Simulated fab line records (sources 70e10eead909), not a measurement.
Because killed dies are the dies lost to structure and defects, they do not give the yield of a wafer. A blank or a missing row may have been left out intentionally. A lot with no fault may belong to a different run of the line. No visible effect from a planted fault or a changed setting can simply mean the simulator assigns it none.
fab line records	flow nand_harc
record: lots: 6	wafers: 18	last_day: 32
route steps=1302 shown P_M2@349 P_BONDPAD@351 END@1302
lots with no fault: from the same line, run without faults
start_h: start of the lot's first displayed wafer, in hours after the record's first day	wait_h: hours since the lot's step before	" unchanged from the row above	L1.1+2: several wafers, shown together as one row	- no value, or no start given	* or withheld: withheld	< > ~ a bound
route shown NAME@n: names a module that has steps shown in the file, with the first one's number in the route	usual: mean and standard deviation over wafers with no fault	same: alike in all rows	chamber/n: place in a boat	sites: the reading at each site	_std_site: their standard deviation	_edge_site: outer sites' mean less inner sites'	radius_mm: for every site, how far away it sits from the centre of the wafer	mask NAME#n: copy n	behind: the last tool/chamber to shape the wafer	hold: reason for holding the lot/hours on hold/outcome of the hold	device: which transistor (n, p or np) failed to switch	end of line: the tests these same wafers got at the end of their route	a step without rows: its recipe alone	killed: dies lost to structure and defects at the first sort, not the wafer's yield	map: a wafer's dies, marking killed ones x, the rest . and places with no die _
set.NAME: the setting the step ran with; set.NAME@STEP: the setting that earlier step ran with	model.NAME: the simulator's own value behind a step, which no gauge read
lots at some steps of the route; a table a step, a row a wafer
services: from which hour (start_h, from the record's first day; less than 0 if before it) a tool's chamber was out of use, for how many hours, and why
== steps ==
step: NHARC_P_M2_PRE_CLEAN_32
recipe: time_s: 12	temp_c: 370	rf_power_w: 300	gas: NH3
usual: heater_power_w: 625/73	rf_fwd_power_W: 292.5/0.92
lot.wafer	tool	chamber	start_h	wait_h	heater_power_w	rf_fwd_power_W
L482.3	pecvd-01	1	173.49	0.1	699	291.2
L482.2	"	0	"	"	813	293.0
L482.6	"	0	"	"	810	293.0
L487.2	pecvd-02	1	225.67	0.1	551	293.1
L487.5	"	2	"	"	510	292.2
L487.6	"	1	"	"	558	292.1
L495.1	pecvd-02	0	303.06	0.1	670	292.0
L495.5	"	2	"	"	567	293.6
L495.6	"	0	"	"	701	292.5
L496.2	pecvd-04	2	314.41	0.1	648	292.9
L496.5	"	0	"	"	680	290.9
L496.4	"	1	"	"	601	293.1
L497.1	pecvd-04	1	318.58	0.1	548	292.3
L497.2	"	2	"	"	695	293.6
L497.3	"	0	"	"	645	292.6
L499.2	pecvd-02	0	338.26	0.1	615	293.3
L499.6	"	1	"	"	593	291.1
L499.5	"	2	"	"	503	291.7
step: NHARC_P_M2_DEP_33
recipe: target_thk_a: 300	temp_c: 370	target_thk_nm: 30	pressure_torr: 3	flow_sccm: 200	rf_w: 450	material: SiCN
usual: heater_power_w: 576/74	rf_fwd_power_W: 448.8/1.4
lot.wafer	tool	chamber	start_h	wait_h	heater_power_w	rf_fwd_power_W
L482.3	pecvd-01	1	173.57	0.1	599	451.1
L482.2	"	0	"	"	714	448.3
L482.6	"	0	"	"	734	447.1
L487.2	pecvd-02	1	225.81	0.1	507	449.3
L487.5	"	2	"	"	497	447.5
L487.6	"	1	"	"	513	451.7
L495.1	pecvd-02	0	303.17	0.1	647	448.2
L495.5	"	2	"	"	464	449.2
L495.6	"	0	"	"	660	449.1
L496.2	pecvd-04	2	314.54	0.1	640	449.6
L496.5	"	0	"	"	647	449.9
L496.4	"	1	"	"	526	448.1
L497.1	pecvd-04	1	318.65	0.1	491	447.7
L497.2	"	2	"	"	648	449.6
L497.3	"	0	"	"	646	448.3
L499.2	pecvd-02	0	338.40	0.1	665	447.2
L499.6	"	1	"	"	515	448.2
L499.5	"	2	"	"	476	448.9
step: NHARC_P_BONDPAD_DEP_00
recipe: target_thk_a: 2500	temp_c: 370	target_thk_nm: 250	pressure_torr: 3	flow_sccm: 200	rf_w: 450	material: SiCN
usual: heater_power_w: 613/79	rf_fwd_power_W: 448.9/1.5
lot.wafer	tool	chamber	start_h	wait_h	heater_power_w	rf_fwd_power_W
L482.3	pecvd-01	2	-	-	591	446.3
L482.2	"	1	"	"	633	450.7
L482.6	"	1	"	"	672	449.1
L487.2	pecvd-01	0	226.23	-	690	448.8
L487.6	"	1	"	"	595	449.5
L487.5	"	0	"	"	703	449.6
L495.1	pecvd-01	0	303.54	-	714	447.4
L495.5	"	0	"	"	736	448.5
L495.6	"	1	"	"	605	447.5
L496.2	pecvd-04	2	-	-	663	448.7
L496.4	"	1	"	"	562	450.2
L496.5	"	2	"	"	676	450.5
L497.1	pecvd-04	0	-	-	646	449.5
L497.2	"	1	"	"	508	449.1
L497.3	"	2	"	"	631	449.8
L499.2	pecvd-02	2	-	-	518	447.4
L499.5	"	0	"	"	596	448.4
L499.6	"	1	"	"	553	447.6
step: NHARC_P_BONDPAD_CMP_32
recipe: target_thk_nm: 200	material: SiCN
usual: motor_current_A: 11.8/1.4
lot.wafer	tool	chamber	start_h	wait_h	motor_current_A
L482.3	cmp-02	2	174.37	-	11.1
L482.2	"	3	"	"	13.6
L482.6	"	2	"	"	12.0
L487.2	cmp-03	1	226.62	-	11.2
L487.6	"	2	"	"	12.4
L487.5	"	3	"	"	10.1
L495.1	cmp-02	2	303.97	-	11.9
L495.5	"	1	"	"	14.1
L495.6	"	2	"	"	11.5
L496.2	cmp-03	0	315.38	-	13.3
L496.4	"	2	"	"	12.1
L496.5	"	3	"	"	9.8
L497.1	cmp-01	3	319.48	-	10.9
L497.2	"	0	"	"	13.1
L497.3	"	1	"	"	11.3
L499.2	cmp-02	3	339.14	-	12.6
L499.6	"	2	"	"	11.8
L499.5	"	3	"	"	12.6
step: NHARC_P_BONDPAD_THK_MEAS_33
recipe: thk_meas_gauge: ellipsometry
usual: thk_nm: 199.9/1.7
lot.wafer	tool	chamber	start_h	wait_h	thk_nm
L482.2	film_metro-02	-	174.62	0.2	200.7
L482.3	"	-	"	"	200.3
L482.6	"	-	"	"	200.0
L487.2	film_metro-02	-	226.80	0.1	199.9
L487.5	"	-	"	"	202.7
L487.6	"	-	"	"	202.8
L495.1	film_metro-02	-	304.20	0.2	203.5
L495.5	"	-	"	"	198.2
L495.6	"	-	"	"	200.6
L496.2	film_metro-01	-	315.61	0.2	198.5
L496.4	"	-	"	"	197.5
L496.5	"	-	"	"	198.6
L497.1	film_metro-02	-	319.70	0.2	199.6
L497.2	"	-	"	"	199.2
L497.3	"	-	"	"	198.1
L499.2	film_metro-01	-	339.36	0.2	202.8
L499.5	"	-	"	"	200.8
L499.6	"	-	"	"	202.5
step: NHARC_P_BONDPAD_SRD_34
step: NHARC_P_BONDPAD_DEHYDRATE_01
recipe: temp_c: 150	time_s: 120
step: NHARC_P_BONDPAD_HMDS_02
recipe: time_s: 30
step: NHARC_P_BONDPAD_COAT_36
recipe: temp_c: 200	time_s: 65
step: NHARC_P_BONDPAD_COAT_03
recipe: spin_rpm: 2000	resist_thk_nm: 600
step: NHARC_P_BONDPAD_SOFTBAKE_04
recipe: temp_c: 125	time_s: 70
step: NHARC_P_BONDPAD_EBR_05
step: NHARC_P_BONDPAD_EXPOSE_06
recipe: na: 0.55	dose_mj: 37.06	mask_id: P_BPAD
usual: exposure_dose_mJ_cm2: 37.07/0.037	focus_offset_nm: 0.1/0.46
lot.wafer	tool	chamber	start_h	wait_h	mask	exposure_dose_mJ_cm2	focus_offset_nm
L482.2	krf_scanner-02	0	175.04	-	P_BPAD#0	37.08	1.0
L482.3	"	0	"	"	P_BPAD#0	37.06	0.0
L482.6	"	0	"	"	P_BPAD#0	37.06	0.1
L487.2	krf_scanner-04	0	227.09	-	P_BPAD#0	37.15	-0.5
L487.5	"	0	"	"	P_BPAD#0	37.04	-0.8
L487.6	"	0	"	"	P_BPAD#0	37.09	0.3
L495.1	krf_scanner-02	0	304.49	-	P_BPAD#0	51.07	0.0
L495.5	"	0	"	"	P_BPAD#0	51.09	0.9
L495.6	"	0	"	"	P_BPAD#0	51.10	0.5
L496.2	krf_scanner-02	0	315.90	-	P_BPAD#0	48.25	-0.4
L496.4	"	0	"	"	P_BPAD#0	48.31	-0.4
L496.5	"	0	"	"	P_BPAD#0	48.27	-0.1
L497.1	krf_scanner-04	0	320.11	-	P_BPAD#0	37.09	-0.1
L497.2	"	0	"	"	P_BPAD#0	37.08	0.3
L497.3	"	0	"	"	P_BPAD#0	37.08	-0.1
L499.2	krf_scanner-04	0	339.78	-	P_BPAD#0	37.05	0.2
L499.5	"	0	"	"	P_BPAD#0	37.08	1.1
L499.6	"	0	"	"	P_BPAD#0	37.08	0.5
step: NHARC_P_BONDPAD_PEB_07
recipe: peb_temp_c: 128	peb_time_s: 80
step: NHARC_P_BONDPAD_DEVELOP_08
recipe: time_s: 50	dev_temp_c: 22
step: NHARC_P_BONDPAD_CD_MEAS_09
recipe: target_cd_nm: 500	landing_energy_ev: 500
usual: cd_nm: 499.3/2
lot.wafer	tool	chamber	start_h	wait_h	cd_nm
L482.2	cd_sem-03	0	175.20	-	499.9
L482.3	"	0	"	"	500.4
L482.6	"	0	"	"	501.3
L487.2	cd_sem-02	0	227.25	-	502.1
L487.5	"	0	"	"	500.1
L487.6	"	0	"	"	498.1
L495.1	cd_sem-03	0	304.64	-	507.5
L495.5	"	0	"	"	507.5
L495.6	"	0	"	"	509.9
L496.2	cd_sem-02	0	316.05	-	510.5
L496.4	"	0	"	"	510.9
L496.5	"	0	"	"	510.1
L497.1	cd_sem-01	0	320.26	-	498.8
L497.2	"	0	"	"	497.8
L497.3	"	0	"	"	498.4
L499.2	cd_sem-03	0	339.93	-	499.8
L499.5	"	0	"	"	503.7
L499.6	"	0	"	"	501.9
step: NHARC_P_BONDPAD_OVL_MEAS_38
usual: overlay_x_nm: -1/4.3	overlay_y_nm: 1/6.1
lot.wafer	tool	chamber	start_h	wait_h	overlay_x_nm	overlay_y_nm
L482.2	overlay-02	-	175.28	-	-7	6
L482.3	"	-	"	"	-6	7
L482.6	"	-	"	"	-6	7
L487.2	overlay-01	-	227.33	-	-2	-3
L487.5	"	-	"	"	-2	-2
L487.6	"	-	"	"	-2	-3
L495.1	overlay-01	-	304.73	-	-4	-7
L495.5	"	-	"	"	-4	-7
L495.6	"	-	"	"	-4	-6
L496.2	overlay-01	-	316.14	-	-1	2
L496.4	"	-	"	"	-1	1
L496.5	"	-	"	"	-1	2
L497.1	overlay-02	-	320.35	-	1	-5
L497.2	"	-	"	"	1	-5
L497.3	"	-	"	"	1	-5
L499.2	overlay-01	-	340.02	-	-1	3
L499.5	"	-	"	"	-1	2
L499.6	"	-	"	"	-1	2
step: NHARC_END_SORT_01
recipe: temp_c: 25
usual: defect_limited_yield: 90.7/2.9	killed_at_array: 58/20	killed_at_other: 1.0/1.2	killed_at_periphery: 4.1/3	killed_dies: 63/20	killed_open: 3.2/1.7	killed_short: 2.5/1.5
same: gross_dies: 677
lot.wafer	tool	chamber	start_h	wait_h	defect_limited_yield[%]	killed_at_array	killed_at_other	killed_at_periphery	killed_dies	killed_open	killed_short
L482.2	prober-01	0	600.86	2.8	95.3	19	4	9	32	8	3
L482.3	prober-01	0	601.66	3.1	92.9	37	7	4	48	5	3
L482.6	prober-01	0	604.06	4.0	95.9	23	1	4	28	3	0
killed by level:class
L482.2 A_CHANNEL_HOLE_D2:chamber_film_flake=9 THIN_TSV:chamber_film_flake=4 A_CONTACT:chamber_film_flake=3 P_CONTACT:geometric_particle:open=2 A_CHANNEL_FILL_D2:geometric_particle:open=2 A_M1:chamber_film_flake=2 P_ZERO_WELL:geometric_particle:short=1 P_STI:geometric_particle:open=1
L482.3 A_CHANNEL_HOLE_D2:chamber_film_flake=17 A_CONTACT:chamber_film_flake=7 THIN_TSV:chamber_film_flake=7 A_CHANNEL_HOLE_D1:chamber_film_flake=5 A_STAIRCASE:chamber_film_flake=2 P_CONTACT:geometric_particle:short=1 P_M0:geometric_particle:open=1 P_M1:geometric_particle:open=1
L482.6 A_CHANNEL_HOLE_D2:chamber_film_flake=9 A_CHANNEL_HOLE_D1:chamber_film_flake=6 A_CONTACT:chamber_film_flake=6 P_STI:chamber_film_flake=2 P_M0:geometric_particle:open=1 A_ONON_D1:geometric_particle:open=1 A_ONON_D2:geometric_particle:open=1 P_GATE:chamber_film_flake=1
== services ==
tool	chamber	start_h	hours	kind
cmp-02	-	153.67	2.4	repair
cmp-03	-	162.00	4.0	pm
krf_scanner-04	-	169.11	1.5	repair
cmp-01	-	172.96	0.9	repair
krf_scanner-04	-	181.94	1.2	repair
cmp-03	-	196.80	2.9	repair
pecvd-01	-	228.94	0.6	repair
pecvd-02	-	229.34	13.0	pm
krf_scanner-04	-	230.22	6.8	repair
krf_scanner-02	-	230.54	0.6	repair
cmp-02	-	232.51	4.0	pm
pecvd-01	0	232.96	16.8	repair
krf_scanner-02	-	236.51	0.4	repair
cmp-03	-	260.00	4.0	pm
cmp-03	-	267.05	1.5	repair
krf_scanner-02	-	267.66	4.0	pm
cmp-02	-	268.92	1.8	repair
pecvd-04	-	269.00	13.0	pm
pecvd-02	2	297.89	1.9	repair
krf_scanner-04	-	306.59	3.0	repair
pecvd-01	-	311.30	13.0	pm
krf_scanner-04	-	319.42	0.4	repair
pecvd-04	0	320.02	22.8	repair
cmp-02	-	330.51	4.0	pm
== key ==
first_sign: step: NHARC_P_BONDPAD_EXPOSE_06	reading: exposure_dose_mJ_cm2	direction: up	sigmas: 99+	usual: 37.07	struck: 49.68
effect: step: NHARC_P_BONDPAD_CD_MEAS_09	reading: cd_nm	direction: up	sigmas: 5.1	usual: 499.3	struck: 509.4	through: control_loop
met_at NHARC_P_BONDPAD_EXPOSE_06
struck_wafers L495.1,L495.5,L495.6,L496.2,L496.4,L496.5
loop_trim: step: NHARC_P_BONDPAD_EXPOSE_06	setting: dose	lots: L496
onset_between 175.04 304.49
fault: kind: process_parameter_drift	tool: krf_scanner-02	chamber: -	onset_h: 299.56	steps: NHARC_P_BONDPAD_EXPOSE_06	channel: dose_mj	offset: 14.035	shape: step	acts_in: these_recipes_only	stated: 37.06
loop_trim: a control loop set the setting to another value than it would have without faults
